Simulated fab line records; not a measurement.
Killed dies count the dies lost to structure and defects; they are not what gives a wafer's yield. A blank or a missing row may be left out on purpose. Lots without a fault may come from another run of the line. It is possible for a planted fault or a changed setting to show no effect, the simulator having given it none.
fab line records	flow n5_finfet
[record] lots = 6	wafers = 16	last_day = 18
route steps=1938 shown MOL_CONTACT_COAG@615 BEOL_M4@1111 PASSIVATION@1936
lots with no fault: from the same line, run without faults
start_h: hours from the record's first day to the start of the lot's first wafer shown	wait_h: time in hours since the lot's previous step	" as in the row above	L1.1+2: a row that stands for several wafers	- value missing, or start not given	* or withheld: withheld	< > ~ a bound
route shown NAME@n: NAME is a module with steps in the file, n the number in the route of the first one	usual: the fault-free wafers' mean and standard deviation	same: alike in all rows	chamber/n: place in a boat	sites: per-site readings	_std_site: how widely they spread, as a standard deviation	_edge_site: mean of outer sites minus mean of inner sites	radius_mm: for every site, how far away it sits from the centre of the wafer	mask NAME#n: copy n	behind: the most recent tool/chamber to have shaped the wafer	hold: what put the lot on hold/how long, in hours/how the hold closed	device: the transistor (n, p or np) that didn't switch	end of line: at the end of the route, the tests of the same wafers	step lacking rows: just its recipe	killed: the dies lost at the first sort to structure and to defects; this is not the yield of the wafer	map: dies across one wafer; x = killed, . = not, _ = none there
set.NAME: the setting as run; set.NAME@STEP: as run at that earlier step	model.NAME: the simulator's own value behind a step, which no gauge read
certain route steps with their lots: each step a table, each wafer a row
services: the hour from which a tool's chamber was out of use, counted from the record's first day as start_h (under 0 if before that day), plus the number of hours and why
[[steps]]
[step N5_MOL_CONTACT_COAG_VIA_ETCH_117]
[recipe] chemistry = C4F6/O2	target_depth_a = 400	overetch_a = 80	mask_material = SOC	target = SiO2	bias_w = 455	pressure_mtorr = 10	time_s = 26	source_w = 325	Ar_flow_sccm = 300	C4F6_flow_sccm = 10	O2_flow_sccm = 10	ion_energy_ev = 575.3	ends = end_point
[usual] C4F6_flow_sccm = 10.01/0.031	drypump_motor_current_A = 5.8/0.43	oes_product_au = 0.71/0.087	rf_fwd_power_W = 320.0/1.6	rf_vpp_V = 1597/59	showerhead_plenum_p_Torr = 2.87/0.07	throttle_valve_pct = 41.0/0.38
lot.wafer	tool	chamber	start_h	wait_h	C4F6_flow_sccm	drypump_motor_current_A	oes_product_au	rf_fwd_power_W	rf_hours_counter_h	rf_vpp_V	showerhead_plenum_p_Torr	throttle_valve_pct
L176.1	rie_diel-06	3	142.06	0.0	10.00	5.7	0.82	319.5	9	1556	2.89	40.7
L176.4	"	2	"	"	10.02	6.4	0.90	321.7	0	1673	2.88	40.8
L176.6	"	0	"	"	9.98	5.3	0.63	319.1	-	1528	2.76	41.4
L178.1	rie_diel-04	3	154.94	0.0	10.01	5.3	0.63	321.5	221	1462	2.80	41.0
L178.3	"	0	"	"	10.03	5.3	0.62	317.7	235	1655	2.93	41.9
L183.4	rie_diel-04	1	185.02	0.0	10.01	5.4	0.64	322.8	234	1567	2.89	40.6
L183.5	"	1	"	"	10.00	5.4	0.64	323.2	-	1566	2.89	40.6
L183.6	"	0	"	"	9.99	5.3	0.62	318.5	-	1653	2.93	41.9
L184.1	rie_diel-05	3	193.26	0.0	9.93	6.1	0.62	321.6	239	1591	2.79	40.7
L184.3	"	0	"	"	10.00	5.4	0.83	320.1	17	1616	2.79	41.7
L184.5	"	3	"	"	9.97	6.1	0.62	322.1	-	1590	2.79	40.7
L186.3	rie_diel-06	0	204.86	0.0	10.00	5.3	0.62	319.2	219	1527	2.75	41.4
L186.5	"	0	"	"	9.97	5.4	0.62	319.2	-	1527	2.75	41.4
L186.6	"	1	"	"	10.06	6.5	0.83	319.6	-	1649	2.91	40.8
L192.1	rie_diel-05	1	241.76	0.0	9.99	6.1	0.76	319.3	53	1585	2.89	41.1
L192.5	"	0	"	"	9.98	5.4	0.80	319.7	-	1615	2.78	41.7
[step N5_MOL_CONTACT_COAG_ETCH_124]
[recipe] chemistry = CH3F/O2	target = SiNx	target_depth_a = 65	mask_material = SOC	stop_on = SiOC	over_etch_frac = 0.3	ion_energy_ev = 120	pressure_mtorr = 30	source_w = 395	bias_w = 73	Ar_flow_sccm = 150	CH3F_flow_sccm = 30	O2_flow_sccm = 20	ends = end_point
[step N5_MOL_CONTACT_COAG_ETCH_48]
[recipe] chemistry = C4F6/O2	target_depth_a = 150	overetch_a = 45	mask_material = SOC	target = SiOC	bias_w = 465	pressure_mtorr = 10	time_s = 17	source_w = 335	Ar_flow_sccm = 300	C4F6_flow_sccm = 10	O2_flow_sccm = 10	ion_energy_ev = 576
[step N5_MOL_CONTACT_COAG_STRIP_72]
[recipe] chemistry = N2/H2	power_w = 450	temp_c = 40	pressure_mtorr = 20	rf_frequency_hz = 6e+07	overash_fraction = 3	bias_power_w = 7	h2_frac = 0.5	n2_flow_sccm = 200	h2_flow_sccm = 200
[usual] bias_power_w = 7.001/0.021	drypump_motor_current_A = 5.8/0.44	oes_product_au = 0.79/0.11	rf_vpp_V = 59.2/2	showerhead_plenum_p_Torr = 2.56/0.08	temp_c = 40.01/0.12	throttle_valve_pct = 23.6/0.34
lot.wafer	tool	chamber	start_h	wait_h	bias_power_w	drypump_motor_current_A	oes_product_au	rf_hours_counter_h	rf_vpp_V	showerhead_plenum_p_Torr	temp_c	throttle_valve_pct
L176.1	rie_diel-06	3	142.18	0.0	6.995	5.7	0.94	9	61.5	2.61	39.90	23.3
L176.4	"	2	"	"	6.981	6.4	0.98	0	59.9	2.58	40.16	23.2
L176.6	"	0	"	"	7.010	5.3	0.69	-	59.0	2.40	40.03	23.4
L178.1	rie_diel-04	3	155.07	0.0	6.985	5.3	0.73	221	58.1	2.50	40.01	23.6
L178.3	"	0	"	"	7.057	5.3	0.68	235	58.8	2.59	40.03	23.9
L183.4	rie_diel-04	1	185.14	0.0	7.004	5.4	0.72	234	63.2	2.63	39.86	24.2
L183.5	"	1	"	"	6.999	5.4	0.70	-	59.9	2.63	40.12	24.2
L183.6	"	0	"	"	6.970	5.3	0.65	-	59.9	2.59	40.01	23.8
L184.1	rie_diel-05	3	193.39	0.0	6.996	6.2	0.69	239	56.3	2.52	39.98	24.1
L184.3	"	0	"	"	7.032	5.3	0.92	17	61.1	2.51	39.83	23.9
L184.5	"	3	"	"	6.999	6.2	0.67	-	55.0	2.52	40.00	24.1
L186.3	rie_diel-06	0	204.98	0.0	6.988	5.4	0.68	219	57.3	2.39	39.91	23.5
L186.5	"	0	"	"	6.966	5.3	0.68	-	63.0	2.39	39.96	23.5
L186.6	"	1	"	"	6.998	6.5	0.96	-	57.8	2.58	40.19	23.1
L192.1	rie_diel-05	1	241.88	0.0	6.983	6.1	0.86	53	58.7	2.58	40.06	23.3
L192.5	"	0	"	"	7.014	5.3	0.90	-	58.2	2.50	40.11	24.0
[step N5_MOL_CONTACT_COAG_STRIP_49]
[recipe] chemistry = N2/H2	time_s = 30	power_w = 1000	temp_c = 250	pressure_mtorr = withheld	n2_flow_sccm = 1750	h2_flow_sccm = 3250
[usual] drypump_motor_current_A = 5.7/0.54	heater_power_w = 350/20	temp_c = 250.03/0.18
lot.wafer	tool	chamber	start_h	wait_h	drypump_motor_current_A	heater_power_w	rf_hours_counter_h	temp_c
L176.1	plasma_asher-02	0	142.26	-	5.8	334	97	250.08
L176.4	"	1	"	"	5.5	344	-	250.30
L176.6	"	0	"	"	5.8	320	-	250.21
L178.1	plasma_asher-01	1	155.15	-	6.4	325	54	249.99
L178.3	"	1	"	"	6.5	337	-	250.06
L183.4	plasma_asher-01	0	185.25	-	5.1	376	-	250.05
L183.5	"	0	"	"	5.1	379	-	250.05
L183.6	"	1	"	"	6.4	333	-	249.91
L184.1	plasma_asher-01	1	193.47	-	6.4	337	62	250.08
L184.3	"	0	"	"	5.1	374	-	250.07
L184.5	"	1	"	"	6.4	338	-	250.07
L186.3	plasma_asher-01	1	205.12	-	6.4	342	-	249.86
L186.5	"	0	"	"	5.1	378	-	250.03
L186.6	"	1	"	"	6.4	343	-	249.90
L192.1	plasma_asher-01	0	241.96	-	5.1	377	70	249.97
L192.5	"	1	"	"	6.4	337	-	250.08
[step N5_MOL_CONTACT_COAG_PRECLEAN_138]
[recipe] chemistry = alkaline_clean	temp_c = 60	time_s = 60	do_ppb = 50
[step N5_MOL_CONTACT_COAG_SRD_139]
[recipe] dry = ipa_marangoni	time_s = 30	temp_c = 23	rinse_liquid = diw
[step N5_MOL_CONTACT_COAG_CD_MEAS_101]
[recipe] target_cd_nm = 16
[usual] cd_nm = 16.0/0.44
lot.wafer	tool	chamber	start_h	wait_h	cd_nm
L176.1	cd_sem-03	-	142.42	0.0	16.3
L176.4	"	-	"	"	16.7
L176.6	"	-	"	"	15.7
L178.1	cd_sem-01	-	155.30	0.0	16.8
L178.3	"	-	"	"	16.0
L183.4	cd_sem-03	-	185.41	0.0	16.0
L183.5	"	-	"	"	15.1
L183.6	"	-	"	"	15.7
L184.1	cd_sem-02	-	193.65	0.0	16.1
L184.3	"	-	"	"	15.8
L184.5	"	-	"	"	16.4
L186.3	cd_sem-02	-	205.25	0.0	16.2
L186.5	"	-	"	"	16.1
L186.6	"	-	"	"	16.3
L192.1	cd_sem-03	-	242.11	0.0	16.4
L192.5	"	-	"	"	15.8
[step N5_MOL_CONTACT_COAG_PRE_CLEAN_121]
[recipe] gas = H2/He	time_s = *	temp_c = withheld
[step N5_MOL_CONTACT_COAG_CVD_140]
[recipe] material = W	target_thk_a = 665	mode = selective_fill	temp_c = 300	time_s = 215
[usual] heater_power_w = 454/61
lot.wafer	tool	chamber	start_h	wait_h	heater_power_w
L176.1	cvd_w-02	1	142.55	0.1	407
L176.4	"	1	"	"	402
L176.6	"	0	"	"	418
L178.1	cvd_w-01	0	155.43	0.1	562
L178.3	"	1	"	"	466
L183.4	cvd_w-02	0	185.62	0.1	421
L183.5	"	1	"	"	392
L183.6	"	0	"	"	425
L184.1	cvd_w-01	1	193.78	0.1	489
L184.3	"	0	"	"	557
L184.5	"	0	"	"	568
L186.3	cvd_w-02	1	205.46	0.1	402
L186.5	"	0	"	"	418
L186.6	"	1	"	"	399
L192.1	cvd_w-01	1	242.24	0.1	473
L192.5	"	1	"	"	468
[step N5_MOL_CONTACT_COAG_PRECLEAN_127]
[recipe] chemistry = DIW	time_s = 57.5	temp_c = 23
[step N5_MOL_CONTACT_COAG_SRD_128]
[recipe] dry_time_s = 32	dry = n2_spin	spin_rpm = 1500
[step N5_MOL_CONTACT_COAG_CMP_52]
[recipe] stop_on = SiO2	t_overpolish_s = 1.5	post_cmp_clean = w_dilute_nh4oh	down_force_psi = 4	platen_rpm = 50.289	pad_velocity_m_s = 1.0006	target_thk_nm = 66.5
[usual] motor_current_A = 12.0/1.1	overpolish_run_s = 1.502/0.0095	platen_rpm = 50.29/0.034	retaining_ring_pressure_frac = 1.000/0.0056	time_to_endpoint_s = 15/3.1
lot.wafer	tool	chamber	start_h	wait_h	motor_current_A	overpolish_run_s	platen_rpm	retaining_ring_pressure_frac	time_to_endpoint_s
L176.1	cmp-03	0	142.87	0.0	11.5	1.517	50.29	0.999	18
L176.4	"	3	"	"	11.8	1.509	50.30	1.010	13
L176.6	"	0	"	"	10.7	1.497	50.30	0.993	20
L178.3	cmp-04	3	155.79	0.1	11.4	1.504	50.33	0.993	13
L178.1	"	1	"	"	10.3	1.496	50.28	1.000	11
L183.4	cmp-02	0	185.94	0.1	12.3	1.498	50.28	0.989	17
L183.6	"	2	"	"	12.6	1.497	50.26	0.998	14
L183.5	"	3	"	"	13.7	1.498	50.31	1.009	16
L184.1	cmp-02	3	194.18	0.1	12.7	1.500	50.32	0.995	12
L184.3	"	0	"	"	11.5	1.495	50.26	1.001	13
L184.5	"	2	"	"	11.8	1.502	50.30	0.989	11
L186.3	cmp-02	0	205.70	0.0	12.0	1.486	50.32	0.998	20
L186.5	"	0	"	"	12.2	1.513	50.27	1.002	21
L186.6	"	1	"	"	11.6	1.499	50.26	0.987	18
L192.1	cmp-03	2	242.60	0.1	14.8	1.513	50.25	1.002	12
L192.5	"	2	"	"	14.8	1.520	50.35	0.997	11
[step N5_MOL_CONTACT_COAG_THK_MEAS_53]
[recipe] reads = SiO2_of_MOL_CONTACT_COAG_PECVD_31
[usual] VIA_MOL_THK = 44.2/0.83
lot.wafer	tool	chamber	start_h	wait_h	VIA_MOL_THK[nm]
L176.1	film_metro-01	-	143.17	-	43.4
L176.4	"	-	"	"	43.6
L176.6	"	-	"	"	44.8
L178.1	film_metro-01	-	156.05	-	44.7
L178.3	"	-	"	"	43.9
L183.4	film_metro-01	-	186.16	-	44.7
L183.5	"	-	"	"	45.0
L183.6	"	-	"	"	44.4
L184.1	film_metro-01	-	194.40	-	43.8
L184.3	"	-	"	"	43.4
L184.5	"	-	"	"	44.4
L186.3	film_metro-02	-	205.99	-	43.2
L186.5	"	-	"	"	45.0
L186.6	"	-	"	"	44.1
L192.1	film_metro-01	-	242.86	-	42.9
L192.5	"	-	"	"	45.0
[step N5_MOL_CONTACT_COAG_ANNEAL_112]
[recipe] temp_c = 400	time_s = 1800	ambient = HPD2	pressure_atm = 10
[usual] wafer_temp_C_max = 402.2/0.49
lot.wafer	tool	chamber	start_h	wait_h	wafer_temp_C_max
L176.1	hp_anneal-01	0	143.19	0.0	401.8
L176.4	"	0	"	"	402.2
L176.6	"	0	"	"	402.1
L178.1	hp_anneal-01	0	156.08	0.0	402.3
L178.3	"	0	"	"	402.4
L183.4	hp_anneal-01	0	186.62	0.5	401.6
L183.5	"	0	"	"	402.2
L183.6	"	0	"	"	401.9
L184.1	hp_anneal-01	0	194.42	0.0	402.6
L184.3	"	0	"	"	401.1
L184.5	"	0	"	"	401.1
L186.3	hp_anneal-01	0	206.02	0.0	401.4
L186.5	"	0	"	"	403.0
L186.6	"	0	"	"	402.9
L192.1	hp_anneal-01	0	242.89	0.0	401.9
L192.5	"	0	"	"	401.9
[step N5_MOL_CONTACT_COAG_INSPECT_97]
[recipe] inspect_instrument = darkfield	mode = post_anneal
[usual] raw_defect_count = 44/15
lot.wafer	tool	chamber	start_h	wait_h	raw_defect_count
L176.1	defect_inspect-02	-	146.22	0.0	56
L176.4	"	-	"	"	43
L176.6	"	-	"	"	51
L178.1	defect_inspect-02	-	159.11	0.0	46
L178.3	"	-	"	"	45
L183.4	defect_inspect-02	-	189.71	0.1	37
L183.5	"	-	"	"	32
L183.6	"	-	"	"	28
L184.1	defect_inspect-01	-	197.45	0.0	796
L184.3	"	-	"	"	810
L184.5	"	-	"	"	771
L186.3	defect_inspect-02	-	209.08	0.1	778
L186.5	"	-	"	"	780
L186.6	"	-	"	"	782
L192.1	defect_inspect-02	-	245.92	0.0	24
L192.5	"	-	"	"	24
[step N5_BEOL_M4_RC_MEAS_101]
[usual] DIBL_N = 36.1/2	DIBL_P = 36.3/2.5	IOFF_N = 0.16/0.037	IOFF_P = 0.21/0.039	ION_N = 678/15	ION_P = 465/8.7	SS_N = 71.4/0.7	SS_P = 73.3/0.74	VT_N = 249/3.6	VT_P = -250.0/2.9
lot.wafer	tool	chamber	start_h	wait_h	DIBL_N[mV/V]	DIBL_P[mV/V]	IOFF_N[nA/um]	IOFF_P[nA/um]	ION_N[uA/um]	ION_P[uA/um]	SS_N[mV/dec]	SS_P[mV/dec]	VT_N[mV]	VT_P[mV]
L176.1	prober-02	0	199.62	0.0	37.1	37.3	0.16	0.24	682	471	71.7	73.8	250	-248.0
L176.4	"	0	"	"	38.9	40.3	0.18	0.29	664	462	72.1	74.2	249	-248.7
L176.6	"	0	"	"	34.2	32.8	0.11	0.17	653	449	70.5	72.2	255	-251.8
L178.1	prober-01	0	233.68	0.0	34.4	34.5	0.13	0.19	663	462	71.1	72.9	252	-249.8
L178.3	"	0	"	"	39.3	39.2	0.22	0.28	669	464	72.4	73.9	249	-246.1
L183.4	prober-01	0	269.30	0.5	36.8	36.9	0.18	0.24	682	470	71.6	73.6	247	-244.9
L183.5	"	0	"	"	36.0	35.8	0.15	0.23	659	464	71.5	73.7	250	-250.1
L183.6	"	0	"	"	35.5	36.3	0.16	0.24	685	477	71.4	73.4	246	-245.0
L184.1	prober-02	0	284.88	0.5	37.0	37.8	0.20	0.24	703	472	70.9	73.6	247	-248.4
L184.3	"	0	"	"	35.1	32.8	0.14	0.16	672	454	71.0	72.8	254	-252.4
L184.5	"	0	"	"	38.4	38.8	0.22	0.26	708	477	72.1	73.6	246	-246.3
L186.3	prober-02	0	299.46	0.3	32.7	32.9	0.11	0.16	668	463	70.4	72.5	256	-250.3
L186.5	"	0	"	"	33.5	33.2	0.12	0.16	664	460	70.7	72.6	254	-253.1
L186.6	"	0	"	"	38.5	41.1	0.21	0.30	676	469	71.9	74.7	247	-245.6
L192.1	prober-02	0	313.10	0.0	34.4	35.3	0.13	0.20	663	456	70.3	73.5	250	-248.7
L192.5	"	0	"	"	32.6	32.2	0.11	0.16	674	474	70.5	72.4	252	-252.8
[step N5_PASSIVATION_PROBE_49]
[usual] defect_limited_yield = 91.1/1.3	killed_at_M0_to_M3 = 32/9.7	killed_at_M4_up = 16/6	killed_at_contacts = 12/5.9	killed_at_front_end = 41/11	killed_at_other = 4/3.1	killed_dies = 104/16	killed_on_rim = 14/4	killed_open = 68/12	killed_short = 34/7.4	sort_bin_5_function = 5.1/0.85	sort_bin_6_memory = 3.3/0.66	sort_n_pass = 1075/16	sort_yield_pct = 91.1/1.4
[same] gross_dies = 1180	killed_at_back_side = 0	sort_bin_4_leakage[%] = 0	sort_bin_8_speed[%] = 0
lot.wafer	tool	chamber	start_h	wait_h	defect_limited_yield[%]	killed_at_M0_to_M3	killed_at_M4_up	killed_at_contacts	killed_at_front_end	killed_at_other	killed_dies	killed_on_rim	killed_open	killed_short	sort_bin_5_function[%]	sort_bin_6_memory[%]	sort_n_pass	sort_yield_pct[%]
L176.1	prober-01	-	321.37	0.0	91.8	27	22	15	31	2	97	9	61	34	4.6	3.5	1083	91.8
L176.4	prober-01	-	321.52	0.2	91.2	22	14	10	54	4	104	10	70	33	5.5	3.1	1076	91.2
L176.6	prober-01	-	321.62	0.3	93.6	29	11	2	32	2	76	8	52	24	4.2	2.1	1104	93.6
L178.1	prober-02	-	343.25	0.0	92.3	38	14	15	22	2	91	13	71	20	4.5	3.1	1089	92.3
L178.3	prober-02	-	343.35	0.1	88.8	51	15	18	45	3	132	11	88	44	5.8	5.1	1048	88.8
L184.1	prober-02	-	398.95	0.0	47.3	36	8	541	36	1	622	82	62	29	33.5	15.3	558	47.3
L184.3	prober-02	-	399.05	0.1	47.8	30	12	540	31	3	616	67	51	29	31.9	16.8	564	47.8
L184.5	prober-02	-	399.15	0.2	50.3	37	9	502	36	3	587	79	68	22	30.1	16.1	593	50.3
L186.3	prober-01	-	400.04	0.1	49.1	15	17	528	41	0	601	70	63	21	32.7	14.8	579	49.1
L186.5	prober-01	-	400.14	0.2	49.7	17	17	539	19	2	594	71	38	22	32.2	15.3	586	49.7
L186.6	prober-01	-	400.19	0.3	49.5	16	10	541	29	0	596	78	40	16	29.9	16.3	584	49.5
L192.1	prober-02	-	442.73	0.6	90.4	28	9	21	54	1	113	11	66	46	5.3	3.7	1067	90.4
L192.5	prober-02	-	442.93	0.8	90.5	30	11	17	52	2	112	15	80	32	5.8	3.2	1068	90.5
// killed by level:class
L176.1 MOL_CONTACT_COAG:geometric_particle:open=12 STI_FIN_REVEAL:geometric_particle:open=8 BEOL_M0_SAQP:geometric_particle:open=8 BEOL_M1:geometric_particle:short=7 BEOL_M5:geometric_particle:open=7 BEOL_M4:geometric_particle:open=5 STI_FIN_REVEAL:geometric_particle:short=4 FIN_SAQP:geometric_particle:short=3
L176.4 FIN_SAQP:geometric_particle:short=10 FIN_SAQP:geometric_particle:open=9 STI_FIN_REVEAL:geometric_particle:open=9 MOL_CONTACT_COAG:geometric_particle:open=9 BEOL_M0_SAQP:geometric_particle:open=8 DUMMY_GATE:geometric_particle:open=8 BEOL_M4:geometric_particle:open=5 ILD0:geometric_particle:short=4
L176.6 FIN_SAQP:geometric_particle:open=10 BEOL_M0_SAQP:geometric_particle:open=10 BEOL_M2:geometric_particle:open=8 BEOL_M5:geometric_particle:open=4 BEOL_M0_SAQP:geometric_particle:short=4 STI_FIN_REVEAL:geometric_particle:open=3 GATE_CUT:geometric_particle:short=3 BEOL_M1:geometric_particle:short=3
L178.1 MOL_CONTACT_COAG:geometric_particle:open=14 BEOL_M2:geometric_particle:open=11 BEOL_M0_SAQP:geometric_particle:short=7 BEOL_M3:geometric_particle:open=7 BEOL_M4:geometric_particle:open=6 BEOL_M0_SAQP:geometric_particle:open=5 FIN_SAQP:geometric_particle:open=4 GATE_CUT:geometric_particle:open=4
L178.3 MOL_CONTACT_COAG:geometric_particle:open=14 BEOL_M2:geometric_particle:open=13 BEOL_M0_SAQP:geometric_particle:short=9 DUMMY_GATE:geometric_particle:open=9 BEOL_M0_SAQP:geometric_particle:open=9 BEOL_M3:geometric_particle:open=8 STI_FIN_REVEAL:geometric_particle:open=7 BEOL_M4:geometric_particle:open=5
L184.1 MOL_CONTACT_COAG:unspecified=531 FIN_SAQP:geometric_particle:open=16 BEOL_M0_SAQP:geometric_particle:open=10 BEOL_M2:geometric_particle:open=8 BEOL_M0_SAQP:geometric_particle:short=7 FIN_SAQP:geometric_particle:short=6 MOL_CONTACT_COAG:geometric_particle:open=6 BEOL_M4:geometric_particle:open=6
L184.3 MOL_CONTACT_COAG:unspecified=536 FIN_SAQP:geometric_particle:open=10 FIN_SAQP:geometric_particle:short=9 BEOL_M2:geometric_particle:open=8 BEOL_M0_SAQP:geometric_particle:open=6 BEOL_M0_SAQP:geometric_particle:short=6 BEOL_M6:geometric_particle:open=4 STARTING-WAFER:geometric_particle:short=4
L184.5 MOL_CONTACT_COAG:unspecified=497 BEOL_M2:geometric_particle:open=14 FIN_SAQP:geometric_particle:open=11 BEOL_M0_SAQP:geometric_particle:open=9 DUMMY_GATE:geometric_particle:open=7 BEOL_M0_SAQP:geometric_particle:short=6 FIN_SAQP:geometric_particle:short=5 BEOL_M4:geometric_particle:short=5
L186.3 MOL_CONTACT_COAG:unspecified=515 DUMMY_GATE:geometric_particle:open=13 MOL_CONTACT_COAG:geometric_particle:open=12 BEOL_M4:geometric_particle:open=7 BEOL_M3:geometric_particle:open=6 FIN_SAQP:geometric_particle:open=5 STI_FIN_REVEAL:geometric_particle:open=4 GATE_CUT:geometric_particle:short=4
L186.5 MOL_CONTACT_COAG:unspecified=534 BEOL_M4:geometric_particle:open=9 BEOL_M0_SAQP:geometric_particle:short=5 FIN_SAQP:geometric_particle:short=4 MOL_CONTACT_COAG:geometric_particle:open=4 BEOL_M3:geometric_particle:open=4 FIN_SAQP:geometric_particle:open=3 BEOL_M0_SAQP:geometric_particle:open=3
L186.6 MOL_CONTACT_COAG:unspecified=535 MOL_CONTACT_COAG:geometric_particle:open=5 HKMG_FIN:area_etch=5 GATE_CUT:geometric_particle:short=4 BEOL_M1:geometric_particle:open=4 BEOL_M7:geometric_particle:open=4 FIN_SAQP:geometric_particle:short=3 FIN_SAQP:geometric_particle:open=3
L192.1 FIN_SAQP:geometric_particle:open=22 MOL_CONTACT_COAG:geometric_particle:open=15 FIN_SAQP:geometric_particle:short=14 BEOL_M0_SAQP:geometric_particle:short=8 BEOL_M1:geometric_particle:short=8 MOL_CONTACT_COAG:geometric_particle:short=6 STI_FIN_REVEAL:geometric_particle:open=5 BEOL_M1:geometric_particle:open=5
L192.5 FIN_SAQP:geometric_particle:open=18 MOL_CONTACT_COAG:geometric_particle:open=15 BEOL_M0_SAQP:geometric_particle:open=9 BEOL_M0_SAQP:geometric_particle:short=9 STI_FIN_REVEAL:geometric_particle:open=7 DUMMY_GATE:geometric_particle:open=6 FIN_SAQP:geometric_particle:short=5 STARTING-WAFER:geometric_particle:open=5
// map L184.1 (x killed, . not)
_________________x.xxx.x.x..x________________
______________.x.x..xxx...x.x.xx_____________
___________x..xx.xxxxx....x.x...xxx__________
__________.x.x....x.xxxx..xx...xx..._________
________x.xxx.xxx.x...x.xxx.xx.xxxx.x._______
_______.xx..xxxxx...xxx..x..xxxx..xxxxx______
______xxxxxx......xxx......xxxxxxx..x..x_____
_____x....xxxx....xxxx.x..x.....xx.xxxxxx____
____.x.xxx..xxxx.xxx.xxx..xxx...x..xxx.x..___
___xxx..xx.x....x..x.xx..x.x......xx....xx.__
___xx..xxxx.x.xx..x..x......xxxx.xx..xxx...__
__.x..x...xx..xx...xxx....x.xxxx.x.x.xx...x._
__...x.x.x.....x..x.x.xx.x...xxx.....x.xx..x_
_xx...xx.x...x..x..xxx....x.x.xx..xx.xx.xx...
_x..xx.x..xx.x......xx.xxx.xxxxxxx.x.x.xx..xx
_..x.x.xxxxx.xx..x..x.x.x...xxxx..xx.x.x..xx.
_.x...x.x...xxxx...xx...x.x.x...xx..xxxxxxx..
_x.......xx....x......x.x...x..xx.x.xx..xxx.x
_xxxx..xxxx.xx..xxxx.xxxx..xxx.xx.x.x.xx..xx.
_xxx..xxxxx..x.xxxx..x.x.x....x.x..x...xxx.x.
_x.x........x..xxx.x...x.x.xxxx.xxx..x.xxx.xx
__xxxxx..xx...xx.x...xxxx.xxx.x.xxxxxx..xx.._
__xxxx.xx.xxx.x...xxx.xx.x...xxx.....xxx.x.._
___xxxxx...x.x.xx..xx.x.x.xx.x.xxx...x...xx__
___...xxx..xxxx.xxxx....x.xxxxxxx.x..xxxx.x__
____...xxxxx..x.xxxxxxx..xx.x.x.xx.xx.xxx.___
_____..x....xxx..x..x.xxxxx.xxxxx.xxx.xxx____
______......xx.xx...xx.x.xx.x.xxx.xxx..._____
_______xxx..x..xxxxxxx.xx....xxx.xx..xx______
________xx...xxx..xx.....x.xx.xxxxx..x_______
__________.x..xx.x.xxx..x..x.xx...x._________
___________.xx....x...xx.x..x..xxx.__________
______________x.xxxxxx..xxxxx.x._____________
_________________.x.xx.x....x________________
// map L186.3 (x killed, . not)
_________________..xxxxxx.x..________________
______________.x.x.xxx.xx.xx..xx_____________
___________.x.xx...xxx.xxx.x..xx.xx__________
__________......x..xxx.xx..xxx.xx..x_________
________.....x.xxx..xx...xx..xx..xx.x._______
_______.x.xxxx.x.xxx..x.x........x.x.x.______
______..x.....x.x..x..x..x....x..x...x.x_____
_____x.x.x....x...xx.x.x.x...xx..xx....x.____
____xx......x..xxx..xxxxxxx..xxxxx.xxxx...___
___xx..xx..xxxx.x...x...x..xx...xxxx.xxx...__
___.xxx.x.x.xx..x.xxx...x......x.....xx.xxx__
__x....xx.xxxx..x..x...xxx.xxxx....x.x.x.x.x_
__x..xxxx.x..x.x...xx.xxx...x.....xx.x.xx.x._
_.x.xx.x...x..xxxxxxx..xxxxx.xxx..x..xxxxx..x
_xx..x......xx.x.x.x.xxx.x..x....x.x..xx...xx
_.xx.x..xxx...xxxx......x....x.xxxx..x.xxx...
_x.x...xxxxx....xxx.x.x..x.x.x.x..xxx....xx..
_xxx..xxxx.xx..x..x.xxxx.xxxxxxxx.xx.x.x.x.xx
_.xx.x..xx.xxx....x....xx.x.xx...xxx.xxxx.xx.
_xx...x...xxxx...xxx.x...xx.xxx..xx.x....x.x.
_..x...xx..xxx..x...x.x.xx.xxxxx.x...x...x...
__....xxxx.xxx.....xx.....x.x.xx.xxx..x...xx_
__..xxxx...x.xx..xx.x.xxx.xxx..xxx.xxxx..xx._
___xxx.x.....x.xxx...x..x.x.x...xxx.xx.xx..__
___x.xxx.x.x.xx..xx.x.xxxxxxxxxx...x.xxxxx.__
____xxx...x.xx...xx...x.xx.x..xx..x.xx...x___
_____....xxx.x...x..x.xxx...xx.....xxx.x.____
______xx.x.xxxxx.x.x.xxxx..xxx..xx.xxxx._____
_______x..x...xx....xxxxx.....x.xxxxx.x______
________...x.x.xxx.xxxxxx.xxxx....x.xx_______
__________xxx.x.x...xx.xxxxx.xx..xxx_________
___________xx...xxx..x.xxxxxxx..x.x__________
______________....xx.xx..x.xxx.._____________
_________________..x..x.xx..x________________
[[services]]
tool	chamber	start_h	hours	kind
cmp-03	-	119.44	0.9	repair
rie_diel-06	2	127.08	-	clean
rie_diel-06	2	127.08	-	consumable_replace:focus_ring
rie_diel-06	2	127.08	14.0	scheduled_down
rie_diel-06	2	127.08	14.0	vent_cycle
plasma_asher-01	-	137.25	14.6	pm
cmp-04	-	140.74	4.0	pm
cvd_w-01	-	150.71	2.8	pm
cmp-02	-	155.54	2.0	repair
rie_diel-06	1	163.37	-	clean
rie_diel-06	1	163.37	-	consumable_replace:focus_ring
cmp-02	-	163.44	3.8	pm
rie_diel-05	0	167.07	5.0	repair
cmp-04	-	171.47	3.7	pm
rie_diel-04	2	175.54	3.6	repair
plasma_asher-02	-	178.06	0.3	repair
rie_diel-05	1	183.42	12.0	repair
cmp-03	-	185.96	4.0	pm
cvd_w-01	-	188.19	1.5	repair
cmp-03	-	202.86	7.1	pm
rie_diel-05	-	205.16	0.7	repair
rie_diel-05	-	218.37	0.1	repair
cvd_w-01	-	225.32	0.6	repair
rie_diel-05	3	242.46	40.9	repair
[[key]]
[first_sign] step = N5_MOL_CONTACT_COAG_INSPECT_97	reading = raw_defect_count	direction = up	sigmas = 50	usual = 44	struck = 786
[effect] step = N5_PASSIVATION_PROBE_49	reading = killed_at_contacts	direction = up	sigmas = 88	usual = 12	struck = 532
[more_kills_born_at] N5_MOL_CONTACT_COAG_CMP_52@cmp-02 = 3145
met_at N5_MOL_CONTACT_COAG_CMP_52
struck_wafers L184.1,L184.3,L184.5,L186.3,L186.5,L186.6
onset_between 185.94 194.18
[fault] kind = chamber_particle_source	tool = cmp-02	chamber = -	onset_h = 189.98	steps = N5_MOL_CONTACT_COAG_CMP_52	rate_per_visit_cm2 = 1.1289	end_h = 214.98
